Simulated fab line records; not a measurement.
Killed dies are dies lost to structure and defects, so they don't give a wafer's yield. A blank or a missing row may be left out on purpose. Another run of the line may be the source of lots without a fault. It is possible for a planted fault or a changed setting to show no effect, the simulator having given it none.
Split-lot study ; flow n5Finfet ; 21 wafers read from 7 lots, route of 1938 steps

== THE SPLIT ==
At N5_BEOL_M4_COAT_05 (resist thk 30 nm), the setting spinRpm was moved away from the recipe's 1500 rpm on 8 of the 21 wafers read, by -9.9% to +7.5%. The other wafers ran this setting at the recipe's value.

== FROM THE SPLIT TO THE READING: what the file shows between them, 2 steps ==
- N5_BEOL_M4_EBR_07
- N5_BEOL_M4_SOFTBAKE_06: time 60 s

== THE READING ==
CAR-EUV_of_BEOL_M4_COAT_05.thkNm (the simulator's own value, which no gauge read), in nm, at N5_BEOL_M4_DESCUM_16 (chemistry O2, time 7 s). The file does not state a usual value for it. Average 26.1 nm, standard deviation 0.1 nm, over the 13 wafers here run with the recipe.

wafer;tool, chamber at the split;spinRpm as run, rpm;against the recipe;CAR-EUV_of_BEOL_M4_COAT_05.thkNm, nm;against lot-mates on the recipe
L083.2;lithoTrack-05, 0;1500;recipe;26;-
L083.4;lithoTrack-05, 0;1500;recipe;26;-
L083.3;lithoTrack-05, 0;1457;-2.9%;26.4;+0.4
L086.2;lithoTrack-05, 0;1500;recipe;26.2;-
L086.3;lithoTrack-05, 0;1500;recipe;26.2;-
L086.6;lithoTrack-05, 0;1500;recipe;26;-
L088.2;lithoTrack-01, 0;1500;recipe;26.2;-
L088.3;lithoTrack-01, 0;1500;recipe;26.2;-
L088.6;lithoTrack-01, 0;1500;recipe;26;-
L090.4;lithoTrack-01, 0;1500;recipe;26;-
L090.5;lithoTrack-01, 0;1612;+7.5%;25;-1.0
L090.6;lithoTrack-01, 0;1612;+7.5%;25;-1.0
L092.2;lithoTrack-03, 0;1500;recipe;26.2;-
L092.3;lithoTrack-03, 0;1566;+4.4%;25.4;-0.8
L092.5;lithoTrack-03, 0;1566;+4.4%;25.6;-0.6
L094.1;lithoTrack-05, 0;1500;recipe;26;-
L094.2;lithoTrack-05, 0;1500;recipe;26;-
L094.3;lithoTrack-05, 0;1351;-9.9%;27.4;+1.4
L096.3;lithoTrack-03, 0;1500;recipe;26.2;-
L096.4;lithoTrack-03, 0;1403;-6.5%;27;+0.8
L096.5;lithoTrack-03, 0;1403;-6.5%;27;+0.8

FIT RESULTS
A straight line over all 21 wafers: CAR-EUV_of_BEOL_M4_COAT_05.thkNm changes by -0.138 nm for each +1% of spinRpm; r = -0.99; the points scatter about the line by 0.094 nm.
The same after taking each lot's own level away (the mean of its wafers on the recipe; 21 wafers): -0.137 nm for each +1%; r = -0.99; scatter 0.075 nm.
According to that fit, moving spinRpm by its largest amount changes the reading by 1.4 nm.
Measured against the standard deviation above, the lots' own levels, which go from 26.00 to 26.20 nm, span 2.0 times it.
The two slopes are in agreement: the lot-to-lot level therefore moves the slope only a little.
Check: for one of the wafers moved furthest among these (-9.9%), held out of the fit, the line's prediction against its lot-mates is +1.31 nm. It came out at +1.4 nm against them.

== ADDITIONAL SPLITS CARRIED BY THESE WAFERS ==
Before the reading, these wafers also passed through other splits. Each is held against what the fit with the lots' levels taken away leaves over:
other split on the same wafers;wafers away from the commonest value;r with CAR-EUV_of_BEOL_M4_COAT_05.thkNm (lot level and that fit taken away)
N5_BEOL_M2_DESCUM_33 timeS;6;-0.12
N5_BEOL_M3_PECVD_72 timeS;9;-0.44
N5_BEOL_M3_COAT_62 spinRpm;6;+0.43

== THE WHOLE CHAIN: every reading that the file lists as answering this split, in the file's order ==
step;what it does;reading;change (the file's fit);r (the file's)
N5_BEOL_M4_COAT_05;resist thk 30 nm;CAR-EUV_of_BEOL_M4_COAT_05.thkNm (the simulator's own value, which no gauge read);-0.15 nm for each +1% of the setting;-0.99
N5_BEOL_M4_DESCUM_16;chemistry O2, time 7 s;CAR-EUV_of_BEOL_M4_COAT_05.thkNm (the simulator's own value, which no gauge read);-0.137 nm for each +1% of the setting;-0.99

== THE FILE'S OWN FIT ==
CAR-EUV_of_BEOL_M4_COAT_05.thkNm changes by -0.137 nm for each +1% of spinRpm, r = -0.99.
